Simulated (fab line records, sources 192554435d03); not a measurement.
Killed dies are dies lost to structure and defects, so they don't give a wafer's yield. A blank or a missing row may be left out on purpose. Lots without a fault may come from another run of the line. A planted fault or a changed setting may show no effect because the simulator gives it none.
Chamber matching | flow n5_finfet | N5_BEOL_M1_ETCHBACK_99 on rie_diel-02: 4 sister chambers
The step etches SiO2 in CHF3, target depth 5 nm, time 10.4 s. 16 wafers are shown with their chamber, then 8 later ones without.

WAFERS WITH THEIR CHAMBER
wafer  | chamber | throttle_valve_pct (%) | showerhead_plenum_p_Torr (Torr) | drypump_motor_current_A (A)
L079.1 | 2       | 17.00                  | 2.14                            | 6.0
L079.4 | 1       | 17.01                  | 2.09                            | 5.6
L079.6 | 0       | 17.51                  | 2.25                            | 5.1
L082.2 | 2       | 17.00                  | 2.14                            | 6.1
L082.4 | 1       | 17.02                  | 2.09                            | 5.6
L082.5 | 0       | 17.51                  | 2.25                            | 5.1
L088.2 | 3       | 16.75                  | 2.09                            | 5.6
L088.3 | 1       | 17.05                  | 2.08                            | 5.6
L088.5 | 1       | 17.06                  | 2.08                            | 5.7
L089.1 | 3       | 16.76                  | 2.09                            | 5.6
L089.3 | 2       | 17.04                  | 2.13                            | 6.1
L089.4 | 3       | 16.75                  | 2.09                            | 5.6
L095.1 | 0       | 17.52                  | 2.24                            | 5.1
L095.3 | 1       | 17.07                  | 2.08                            | 5.6
L095.5 | 3       | 16.76                  | 2.09                            | 5.6
L092.4 | 3       | 16.76                  | 2.09                            | 5.6

SIGNATURES (means of the wafers above)
reading                  | chamber 0 | chamber 1 | chamber 2 | chamber 3 | scatter within a chamber
throttle_valve_pct       | 17.5133   | 17.0420   | 17.0133   | 16.7560   | 0.0181
showerhead_plenum_p_Torr | 2.2467    | 2.0840    | 2.1367    | 2.0900    | 0.00459
drypump_motor_current_A  | 5.100     | 5.620     | 6.067     | 5.600     | 0.035
Rule: a wafer's distance from a chamber is the root of the sum, over the readings, of the square of ((its reading less the chamber's mean) divided by the reading's scatter). The wafer belongs to the nearest chamber; if the next one is less than 2 further off, it can't be placed. The scatter: the root of (the sum of the squares of (reading less its chamber's mean) over the shown wafers, divided by (wafers less chambers)).

WAFERS WITHOUT THEIR CHAMBER
wafer  | throttle_valve_pct (%) | showerhead_plenum_p_Torr (Torr) | drypump_motor_current_A (A)
L092.5 | 17.07                  | 2.08                            | 5.6
L092.6 | 17.53                  | 2.24                            | 5.1
L096.1 | 17.55                  | 2.24                            | 5.1
L096.5 | 17.54                  | 2.24                            | 5.1
L096.6 | 17.08                  | 2.08                            | 5.6
L097.1 | 16.79                  | 2.09                            | 5.6
L097.3 | 17.09                  | 2.08                            | 5.6
L097.5 | 16.78                  | 2.09                            | 5.6

WHICH CHAMBER EACH WENT THROUGH
wafer  | from the rows above | in truth
L092.5 | 1                   | 1
L092.6 | 0                   | 0
L096.1 | 0                   | 0
L096.5 | 0                   | 0
L096.6 | 1                   | 1
L097.1 | 3                   | 3
L097.3 | 1                   | 1
L097.5 | 3                   | 3
Placed correctly: 8 of 8. Can't be placed from these rows: 0. Placed wrongly: 0.
